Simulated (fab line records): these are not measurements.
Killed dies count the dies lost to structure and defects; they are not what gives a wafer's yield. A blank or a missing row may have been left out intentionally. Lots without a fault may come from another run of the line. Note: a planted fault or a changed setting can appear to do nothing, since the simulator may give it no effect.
What tool caused it? ; flow nand-harc ; Sampling: 12 lots, 36 wafers, 5 of 1302 route steps

## WHAT THE GAUGES READ, wafer by wafer
NHARC_END_SORT_01. Usual: killed-at-array 49, standard deviation 18; killed-at-other 0.7, standard deviation 1.1; killed-at-periphery 4.0, standard deviation 2.6; killed-dies 54, standard deviation 19; killed-open 3.4, standard deviation 1.7; killed-short 2.5, standard deviation 1.7.
lot;measured;on;killed-at-array;killed-at-other;killed-at-periphery;killed-dies;killed-open;killed-short;flag
L550;day 28 10:43;prober-02;32 36 24;0 3 2;1 2 2;33 41 28;1 3 6;3 2 4;

## WHAT TOOL EACH LOT RAN ON (gives the tool, then ch and the chambers of the sampled wafers, and finally the start)
lot;NHARC_P_GATE_EXPOSE_23;NHARC_P_GATE_ETCH_114;NHARC_P_GATE_ETCH_32;NHARC_P_GATE_STRIP_108
L540;arfi-scanner-01 ch 0, day 5 01:05;rie-diel-10 ch 0,1,3, day 5 01:55 or earlier;rie-si-03 ch 0,3, day 5 01:55;rie-diel-01 ch 0,3, day 5 02:05
L541;arfi-scanner-01 ch 0, day 5 06:55;rie-diel-01 ch 0,1,3, day 5 07:43 or earlier;rie-si-04 ch 0,2,3, day 5 07:43;rie-diel-04 ch 1,2,3, day 5 07:52
L543;arfi-scanner-02 ch 0, day 6 12:38;rie-diel-04 ch 0,1,3, day 6 13:27 or earlier;rie-si-04 ch 0,1,3, day 6 13:27;rie-diel-10 ch 0,2,3, day 6 13:40
L546;arfi-scanner-01 ch 0, day 7 12:18;rie-diel-01 ch 2,3, day 7 13:07 or earlier;rie-si-03 ch 0,1,3, day 7 13:07;rie-diel-04 ch 0,1,3, day 7 13:17
L550;arfi-scanner-01 ch 0, day 9 10:50;rie-diel-10 ch 0,2,3, day 9 11:39 or earlier;rie-si-03 ch 0,2,3, day 9 11:39;rie-diel-01 ch 1,2,3, day 9 11:48
L553;arfi-scanner-03 ch 0, day 10 15:17;rie-diel-01 ch 1,2,3, day 10 16:05 or earlier;rie-si-03 ch 2,3, day 10 16:05;rie-diel-04 ch 0,2,3, day 10 16:16
L554;arfi-scanner-02 ch 0, day 11 00:55;rie-diel-10 ch 0,1,2, day 11 01:42 or earlier;rie-si-05 ch 0,2,3, day 11 01:42;rie-diel-04 ch 1,2,3, day 11 01:52
L555;arfi-scanner-03 ch 0, day 11 06:16;rie-diel-04 ch 0,1,2, day 11 07:02 or earlier;rie-si-03 ch 1,2,3, day 11 07:02;rie-diel-04 ch 0,1,2, day 11 07:14
L557;arfi-scanner-02 ch 0, day 12 03:45;rie-diel-01 ch 0,1,2, day 12 04:33 or earlier;rie-si-05 ch 0,1, day 12 04:33;rie-diel-04 ch 0,1,3, day 12 04:44
L556;arfi-scanner-03 ch 0, day 12 04:23;rie-diel-01 ch 0,1, day 12 05:11 or earlier;rie-si-03 ch 0,3, day 12 05:11;rie-diel-10 ch 2,3, day 12 05:21
L558;arfi-scanner-03 ch 0, day 12 18:13;rie-diel-10 ch 0,1, day 12 18:59 or earlier;rie-si-03 ch 1,2,3, day 12 18:59;rie-diel-04 ch 0,1,2, day 12 19:10
L560;arfi-scanner-02 ch 0, day 13 11:13;rie-diel-10 ch 0,1,3, day 13 12:04 or earlier;rie-si-03 ch 0,1, day 13 12:04;rie-diel-04 ch 0,2,3, day 13 12:16
- NHARC_P_GATE_EXPOSE_23: exposes mask P GATE, target cd 120 nm.
- NHARC_P_GATE_ETCH_114: etches the open film in CF4/O2, target depth 30 nm, overetch 3 nm, time 16.5 s.
- NHARC_P_GATE_ETCH_32: etches the open film in HBr/Cl2, target depth 150 nm, time 100.1 s.
- NHARC_P_GATE_STRIP_108: strips in O2.

## WHAT THE TOOLS THEMSELVES READ (means of the sampled wafers that have a number; where no wafer has one, the mark that the record gives instead)
NHARC_P_GATE_EXPOSE_23. Usual: exposure-dose-mJ-cm2 at 93.92, with a standard deviation of 0.089.
lot;tool;exposure-dose-mJ-cm2;flag
L540;arfi-scanner-01;93.83;
L541;arfi-scanner-01;93.81;
L543;arfi-scanner-02;93.89;
L546;arfi-scanner-01;95.54;OFF
L550;arfi-scanner-01;95.58;OFF
L553;arfi-scanner-03;93.94;
L554;arfi-scanner-02;93.79;
L555;arfi-scanner-03;93.88;
L557;arfi-scanner-02;93.98;
L556;arfi-scanner-03;93.86;
L558;arfi-scanner-03;93.90;
L560;arfi-scanner-02;93.93;

NHARC_P_GATE_ETCH_114. Usual: drypump-motor-current-A 5.8 A, standard deviation 0.36; oes-product-au 1.000 a.u., standard deviation 0.0087; rf-vpp-V 198.0 V, standard deviation 1.2; showerhead-plenum-p-Torr 1.34 Torr, standard deviation 0.048; throttle-valve-pct 13.399 %, standard deviation 0.01.
lot;tool;drypump-motor-current-A (A);oes-product-au (a.u.);rf-vpp-V (V);showerhead-plenum-p-Torr (Torr);throttle-valve-pct (%);flag
L540;rie-diel-10;5.9;1.001;198.0;1.32;13.410;
L541;rie-diel-01;6.0;0.990;197.3;1.32;13.397;
L543;rie-diel-04;5.7;1.008;199.1;1.39;13.397;
L546;rie-diel-01;5.8;0.998;197.6;1.32;13.394;
L550;rie-diel-10;5.7;1.005;198.2;1.34;13.399;
L553;rie-diel-01;5.9;1.001;198.0;1.31;13.395;
L554;rie-diel-10;5.8;0.989;196.9;1.31;13.398;
L555;rie-diel-04;5.4;0.998;198.4;1.38;13.396;
L557;rie-diel-01;5.9;1.000;197.4;1.32;13.408;
L556;rie-diel-01;6.2;0.997;196.9;1.31;13.395;
L558;rie-diel-10;6.1;1.006;196.4;1.30;13.403;
L560;rie-diel-10;5.9;1.004;197.4;1.32;13.402;

NHARC_P_GATE_ETCH_32. Usual: drypump-motor-current-A 5.6 A, standard deviation 0.46; oes-product-au 1.003 a.u., standard deviation 0.012; throttle-valve-pct 26.405 %, standard deviation 0.0089.
lot;tool;drypump-motor-current-A (A);oes-product-au (a.u.);throttle-valve-pct (%);flag
L540;rie-si-03;5.4;1.007;26.401;
L541;rie-si-04;5.8;0.989;26.404;
L543;rie-si-04;5.7;1.001;26.400;
L546;rie-si-03;5.5;1.005;26.402;
L550;rie-si-03;5.6;1.009;26.394;
L553;rie-si-03;5.9;1.008;26.402;
L554;rie-si-05;5.7;1.003;26.398;
L555;rie-si-03;5.7;0.999;26.402;
L557;rie-si-05;5.6;0.992;26.411;
L556;rie-si-03;5.4;1.005;26.409;
L558;rie-si-03;5.7;1.015;26.406;
L560;rie-si-03;5.0;0.997;26.404;

NHARC_P_GATE_STRIP_108. Usual: drypump-motor-current-A 5.8 A, standard deviation 0.38; oes-product-au 1.000 a.u., standard deviation 0.0083; rf-vpp-V 57.8 V, standard deviation 0.8; showerhead-plenum-p-Torr 3.57 Torr, standard deviation 0.12; throttle-valve-pct 17.036 %, standard deviation 0.0081.
lot;tool;drypump-motor-current-A (A);oes-product-au (a.u.);rf-vpp-V (V);showerhead-plenum-p-Torr (Torr);throttle-valve-pct (%);flag
L540;rie-diel-01;6.0;0.997;58.2;3.54;17.034;
L541;rie-diel-04;5.6;1.009;58.7;3.67;17.031;
L543;rie-diel-10;5.8;1.007;58.1;3.55;17.027;
L546;rie-diel-04;5.7;1.011;57.6;3.67;17.032;
L550;rie-diel-01;5.9;1.002;57.4;3.46;17.040;
L553;rie-diel-04;5.5;1.002;58.7;3.72;17.046;
L554;rie-diel-04;5.6;1.000;58.4;3.67;17.037;
L555;rie-diel-04;5.4;1.002;57.4;3.64;17.033;
L557;rie-diel-04;5.7;0.998;58.7;3.67;17.035;
L556;rie-diel-10;5.6;0.993;58.3;3.59;17.034;
L558;rie-diel-04;5.4;0.992;58.7;3.64;17.033;
L560;rie-diel-04;5.5;1.000;57.8;3.72;17.035;

## THE ANSWER, worked out from the rows above alone
Rule: take the mean of a lot's wafers that have a number; if it is more than 3 standard deviations from the usual mean, the lot is off. Also off: a lot with no number at a reading for which 4 or more lots have one. All remaining lots with rows at the step are treated as sound. After the gauges, taken in route order, come the tools' own readings; for these a lot's mean is taken, as printed above. At the first step where some lot is off, the reading lying furthest off is the one used; lots without a number count as furthest.
Off: L546, L550 (NHARC_P_GATE_EXPOSE_23, exposure-dose-mJ-cm2).
A tool fits if, at that step or a process step before it, it ran every lot that is off, and no sound lot after the first of them. One candidate fits, namely arfi-scanner-01 at NHARC_P_GATE_EXPOSE_23. Its last sound lot is L541 (day 5 06:55), its first lot that is off L546 (day 7 12:18): a fault that began between those two fits.
The tool's own readings at NHARC_P_GATE_EXPOSE_23 bear it out: on the lots that are off they differ by more than 5 times the standard deviation of the sound lots' means. exposure-dose-mJ-cm2 reads 95.56 there against 93.88 on the sound lots.

## WHAT THE SIMULATOR HAD PUT IN
Drift in process parameters on arfi-scanner-01 at NHARC_P_GATE_EXPOSE_23, starting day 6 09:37. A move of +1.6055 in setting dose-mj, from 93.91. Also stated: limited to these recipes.
Lots struck among those shown: L550, L546. The same result came from the rule above.
